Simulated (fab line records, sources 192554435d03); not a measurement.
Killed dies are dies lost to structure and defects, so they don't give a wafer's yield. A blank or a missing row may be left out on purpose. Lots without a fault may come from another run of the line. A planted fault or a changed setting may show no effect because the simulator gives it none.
One fault seen from 2 desks | flow n5_finfet | each desk has only its own numbers; what lay behind them comes last
Where a reading is given only as a bound, like >300, the bound stands for it, and a mean or a difference that rests on one is marked > or <: the true number lies beyond.

THE DEFECT DESK
What the inspections along the route counted, lot by lot: means of the sampled wafers that have a number. A lot is out of limits, marked OUT, if its mean lies more than 4 standard deviations from the usual mean; the brackets give that distance.
Columns: A = raw_defect_count at N5_HKMG_FIN_INSPECT_14, usual 2.1
lot  | first seen here | A
L598 | day 4 09:19     | 0.7
L599 | day 4 14:29     | 2.0
L603 | day 5 19:38     | >300 (+99 or more) OUT
L605 | day 6 02:21     | >300 (+99 or more) OUT
L604 | day 6 02:38     | >300 (+99 or more) OUT
L610 | day 7 11:49     | 3.0
L611 | day 7 12:50     | 1.7
This desk's finding: out of limits on L603, L604, L605; first on L603, day 5 19:38 (raw_defect_count at N5_HKMG_FIN_INSPECT_14). In limits: L598, L599, L610, L611.

THE METROLOGY DESK
What the gauges read, lot by lot, whatever tool the lot ran on: means of the sampled wafers that have a number. A lot is out of limits, marked OUT, if its mean lies more than 4 standard deviations from the usual mean; the brackets give that distance. Of its 13 readings 7 are shown: those that lie furthest out on some lot.
Columns: A = HK_THK at N5_HKMG_FIN_THK_MEAS_70, usual 1.597 nm; B = NWFM_OVL at N5_HKMG_FIN_OVL_MEAS_13, usual -0.7 nm; C = DIBL_N at N5_BEOL_M4_RC_MEAS_101, usual 35.8 mV/V; D = IOFF_N at N5_BEOL_M4_RC_MEAS_101, usual 0.151 nA/um; E = IOFF_P at N5_BEOL_M4_RC_MEAS_101, usual 0.21 nA/um; F = ION_N at N5_BEOL_M4_RC_MEAS_101, usual 673 uA/um; G = VT_P at N5_BEOL_M4_RC_MEAS_101, usual -250 mV
lot  | first seen here | A     | B    | C    | D     | E    | F   | G
L598 | day 4 08:23     | 1.592 | -0.7 | 38.3 | 0.182 | 0.27 | 687 | -244
L599 | day 4 13:34     | 1.636 | -0.4 | 35.6 | 0.154 | 0.23 | 681 | -247
L603 | day 5 18:43     | 1.629 | -1.0 | 38.2 | 0.198 | 0.24 | 697 | -251
L605 | day 6 01:23     | 1.588 | -0.9 | 34.7 | 0.145 | 0.21 | 678 | -249
L604 | day 6 01:48     | 1.609 | -1.7 | 34.9 | 0.133 | 0.16 | 668 | -257
L610 | day 7 10:53     | 1.599 | -0.9 | 36.0 | 0.140 | 0.17 | 677 | -255
L611 | day 7 12:02     | 1.584 | -1.0 | 35.2 | 0.157 | 0.24 | 670 | -246
This desk's finding: nothing out of limits on any of the 7 lots.

PUT TOGETHER
The defect desk could have raised an alarm at day 5 19:38, on L603, L604, L605.
The metrology desk saw nothing out of limits.
The metrology desk has L603, L604, L605 on record, within its limits.
Of the lots named, all ran N5_HKMG_FIN_PRECLEAN_64 on wet_bench-06.

WHAT THE SIMULATOR HAD PUT IN
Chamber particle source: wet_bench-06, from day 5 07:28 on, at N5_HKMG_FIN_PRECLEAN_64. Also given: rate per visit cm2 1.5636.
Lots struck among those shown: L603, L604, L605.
Hours from the fault's start to each desk's first reading out of limits: the defect desk, 12.
